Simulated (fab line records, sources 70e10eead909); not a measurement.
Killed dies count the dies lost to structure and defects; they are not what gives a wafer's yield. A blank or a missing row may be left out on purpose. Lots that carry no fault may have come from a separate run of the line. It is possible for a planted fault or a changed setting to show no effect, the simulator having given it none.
Which tool was responsible? -- flow nand-harc -- 30 wafers from 10 lots sampled at 4 of the route's 1302 steps

## WHAT THE GAUGES READ, wafer by wafer
NHARC_END_SORT_01.
lot,measured,on,killed-at-array
L622,day 24 18:29,prober-02,19 19 12
L633,day 29 11:43,prober-01,649 26 35
L639,day 31 19:50,prober-01,55 50 49
L641,day 31 20:42,prober-02,51 66 33
L640,day 32 03:34,prober-01,54 58 51
L642,day 33 11:44,prober-02,65 54 53
L643,day 33 15:25,prober-01,39 27 62

## WHICH TOOL RAN EACH LOT (tool, then ch and the chambers of the sampled wafers, then the start)
lot,NHARC_A_CONTACT_DESCUM_13,NHARC_A_CONTACT_ETCH_89,NHARC_A_CONTACT_ETCH_98
L622,"rie-diel-09 ch 1,2, day 22 12:25","rie-diel-09 ch 2,3, day 22 12:37","rie-diel-13 ch 2,3, day 24 18:29 or earlier"
L623,"rie-diel-03 ch 0,1, day 22 14:31","rie-diel-03 ch 0,1,2, day 22 14:41","rie-diel-03 ch 0,1,3, no start"
L633,"rie-diel-03 ch 0,1,2, day 27 07:47","rie-diel-03 ch 0,1, day 27 07:57","rie-diel-03 ch 0,1, day 29 11:43 or earlier"
L639,"rie-diel-03 ch 0,3, day 29 18:04","rie-diel-03 ch 0,1, day 29 18:14","rie-diel-13 ch 0,1,3, day 31 19:50 or earlier"
L641,"rie-diel-03 ch 0,3, day 29 19:20","rie-diel-03 ch 0,1,3, day 29 19:31","rie-diel-03 ch 0,2, day 31 20:42 or earlier"
L640,"rie-diel-13 ch 0,2, day 29 23:17","rie-diel-13 ch 0,2, day 29 23:29","rie-diel-03 ch 0,2,3, day 32 03:34 or earlier"
L642,"rie-diel-03 ch 0,1,3, day 31 01:31","rie-diel-03 ch 0,1,3, day 31 01:50","rie-diel-03 ch 2,3, day 33 11:44 or earlier"
L643,"rie-diel-03 ch 1,2, day 31 10:59","rie-diel-03 ch 1,2, day 31 11:10","rie-diel-03 ch 0,1, day 33 15:25 or earlier"
L645,"rie-diel-09 ch 0,3, day 31 23:23","rie-diel-09 ch 0,2, day 31 23:37","rie-diel-03 ch 1,2, no start"
L644,"rie-diel-03 ch 1,2,3, day 32 17:03","rie-diel-03 ch 2,3, day 32 17:20","rie-diel-03 ch 0,2,3, no start"
- NHARC_A_CONTACT_DESCUM_13: chemistry O2, time 3 s.
- NHARC_A_CONTACT_ETCH_89: etches the open film in N2/H2, target depth 260 nm, time 475.3 s.
- NHARC_A_CONTACT_ETCH_98: etches the open film in C4F6/O2, target depth 20 nm, time 10 s.

## THE ANSWER, worked out from the rows above alone
Rule: the usual values come from the lots themselves. Put in order of their means at a reading, lots are off if they are a third of the lots or fewer, leave a main group of 4 or more, and stand apart from it by a gap of 3 or more times the standard deviation of the main group's means; of several such gaps the widest counts. The tables above print the reading to a certain number of digits; a main group whose means all agree to those digits is not used. Also off: a lot with no number at a reading for which 4 or more lots have one. Where the step has rows for the other lots, those lots are counted as sound.
Off: L633, at NHARC_END_SORT_01 (killed-at-array). The main group: mean 45, standard deviation 14. Neither off nor sound, because the step has no rows for them: L623, L645, L644.
A tool fits if, at a process step before that reading, it ran every lot that is off, and no sound lot after the first of them. Those tools and the gauges at NHARC_END_SORT_01 are tried in the same way. Because NHARC_A_CONTACT_ETCH_98 lacks a start for some lots, the hours and order of its lots are taken from NHARC_END_SORT_01. None of those tried fits.

## WHAT THE SIMULATOR HAD INSERTED
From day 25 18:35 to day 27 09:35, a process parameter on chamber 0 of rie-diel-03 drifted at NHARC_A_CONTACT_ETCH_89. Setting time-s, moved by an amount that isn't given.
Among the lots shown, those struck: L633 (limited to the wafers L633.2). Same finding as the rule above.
